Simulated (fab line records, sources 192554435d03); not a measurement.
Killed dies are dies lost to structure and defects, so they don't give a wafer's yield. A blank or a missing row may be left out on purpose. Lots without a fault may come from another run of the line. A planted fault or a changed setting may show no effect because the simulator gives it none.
Chamber matching | flow n5_finfet | N5_BEOL_M5_CMP_52 on cmp-04: 4 sister chambers
The step polishes, stops on SiCOH lowk, t overpolish 6.9 s, target thk 62 nm. 14 wafers are shown with their chamber, then 7 later ones without.

WAFERS WITH THEIR CHAMBER
wafer  | chamber | motor_current_A (A) | barrier_field_endpoint_s (s) | overpolish_run_s (s)
L080.3 | 3       | 6.1                 | 25.1                         | 6.872
L080.4 | 1       | 6.5                 | 25.2                         | 6.914
L080.5 | 1       | 6.4                 | 25.3                         | 6.879
L082.3 | 3       | 6.5                 | 25.2                         | 6.902
L082.5 | 0       | 5.3                 | 24.8                         | 6.893
L082.6 | 3       | 6.2                 | 25.1                         | 6.886
L083.2 | 0       | 5.5                 | 25.1                         | 6.890
L083.3 | 2       | 5.7                 | 24.5                         | 6.898
L083.5 | 1       | 6.3                 | 25.9                         | 6.900
L085.1 | 2       | 5.8                 | 24.2                         | 6.914
L085.4 | 1       | 6.4                 | 25.2                         | 6.892
L085.5 | 2       | 6.1                 | 24.7                         | 6.898
L089.1 | 3       | 6.2                 | 24.6                         | 6.911
L089.3 | 1       | 5.8                 | 23.9                         | 6.899

SIGNATURES (means of the wafers above)
reading                  | chamber 0 | chamber 1 | chamber 2 | chamber 3 | scatter within a chamber
motor_current_A          | 5.400     | 6.280     | 5.867     | 6.250     | 0.225
barrier_field_endpoint_s | 24.950    | 25.100    | 24.467    | 25.000    | 0.503
overpolish_run_s         | 6.89150   | 6.89680   | 6.90333   | 6.89275   | 0.0131
Rule: a wafer's distance from a chamber is the root of the sum, over the readings, of the square of ((its reading less the chamber's mean) divided by the reading's scatter). The wafer belongs to the nearest chamber; if the next one is less than 2 further off, it can't be placed. The scatter: the root of (the sum of the squares of (reading less its chamber's mean) over the shown wafers, divided by (wafers less chambers)).

WAFERS WITHOUT THEIR CHAMBER
wafer  | motor_current_A (A) | barrier_field_endpoint_s (s) | overpolish_run_s (s)
L089.5 | 6.2                 | 24.2                         | 6.897
L092.1 | 5.8                 | 24.2                         | 6.891
L092.2 | 6.3                 | 24.0                         | 6.901
L092.3 | 6.4                 | 24.0                         | 6.894
L096.2 | 5.3                 | 24.2                         | 6.916
L096.4 | 6.5                 | 25.3                         | 6.900
L096.5 | 5.9                 | 24.9                         | 6.894

WHICH CHAMBER EACH WENT THROUGH
wafer  | from the rows above               | in truth
L089.5 | can't be placed: 3 or 2 or 1      | 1
L092.1 | can't be placed: 2 or 0 or 3 or 1 | 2
L092.2 | can't be placed: 3 or 2 or 1      | 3
L092.3 | can't be placed: 3 or 1 or 2      | 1
L096.2 | can't be placed: 0 or 2           | 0
L096.4 | can't be placed: 1 or 3           | 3
L096.5 | can't be placed: 2 or 3 or 1 or 0 | 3
Placed correctly: 0 of 7. Can't be placed from these rows: 7 (the true chamber is among the candidates in 7). Placed wrongly: 0.
